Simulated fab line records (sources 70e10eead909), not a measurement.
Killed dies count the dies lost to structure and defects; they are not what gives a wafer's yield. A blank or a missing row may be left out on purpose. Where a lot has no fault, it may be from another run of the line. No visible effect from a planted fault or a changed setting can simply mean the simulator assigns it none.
Chamber matching :: flow nand-harc :: 4 sister chambers for NHARC_P_M1_DESCUM_14 on rie-diel-07
The step chemistry O2, time 3 s. 4 wafers are shown with their chamber, then 12 later ones without.

WAFERS PAIRED WITH THEIR CHAMBERS
wafer: L085.3
chamber: 2
drypump-motor-current-A (A): 6.0

wafer: L088.1
chamber: 0
drypump-motor-current-A (A): 5.7

wafer: L088.2
chamber: 3
drypump-motor-current-A (A): 6.6

wafer: L088.3
chamber: 1
drypump-motor-current-A (A): 6.1

WAFERS MISSING THEIR CHAMBER
wafer: L090.1
drypump-motor-current-A (A): 5.7

wafer: L090.5
drypump-motor-current-A (A): 6.2

wafer: L090.6
drypump-motor-current-A (A): 5.7

wafer: L094.2
drypump-motor-current-A (A): 6.2

wafer: L094.4
drypump-motor-current-A (A): 6.6

wafer: L094.6
drypump-motor-current-A (A): 6.6

wafer: L097.4
drypump-motor-current-A (A): 6.6

wafer: L097.5
drypump-motor-current-A (A): 6.6

wafer: L097.6
drypump-motor-current-A (A): 5.7

wafer: L097.1
drypump-motor-current-A (A): 5.7

wafer: L097.2
drypump-motor-current-A (A): 6.2

wafer: L097.3
drypump-motor-current-A (A): 6.0

WHICH CHAMBER EACH WENT THROUGH
wafer: L090.1
from the rows above: 0
in truth: 0

wafer: L090.5
from the rows above: can't be placed: 1 or 2
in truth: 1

wafer: L090.6
from the rows above: 0
in truth: 0

wafer: L094.2
from the rows above: can't be placed: 1 or 2
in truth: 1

wafer: L094.4
from the rows above: 3
in truth: 3

wafer: L094.6
from the rows above: 3
in truth: 3

wafer: L097.4
from the rows above: 3
in truth: 3

wafer: L097.5
from the rows above: 3
in truth: 3

wafer: L097.6
from the rows above: 0
in truth: 0

wafer: L097.1
from the rows above: 0
in truth: 0

wafer: L097.2
from the rows above: can't be placed: 1 or 2
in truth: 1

wafer: L097.3
from the rows above: can't be placed: 2 or 1
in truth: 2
Correct placement for 8 of the 12. Can't be placed from these rows: 4 (the true chamber is among the candidates in 4). Placed wrongly: 0.
How it was worked out, from the rows above alone: a wafer's distance from a chamber is the root of the sum, over the readings, of the square of ((its reading less the chamber's mean) divided by the reading's scatter). If the next closest chamber is less than 2 further off than the closest, the wafer can't be placed; otherwise it belongs to the closest. Each chamber's mean is taken over the wafers shown for it. The scatter: with one shown wafer a chamber, the root of the mean of the squares of how far each hidden wafer lies from its nearest shown one.
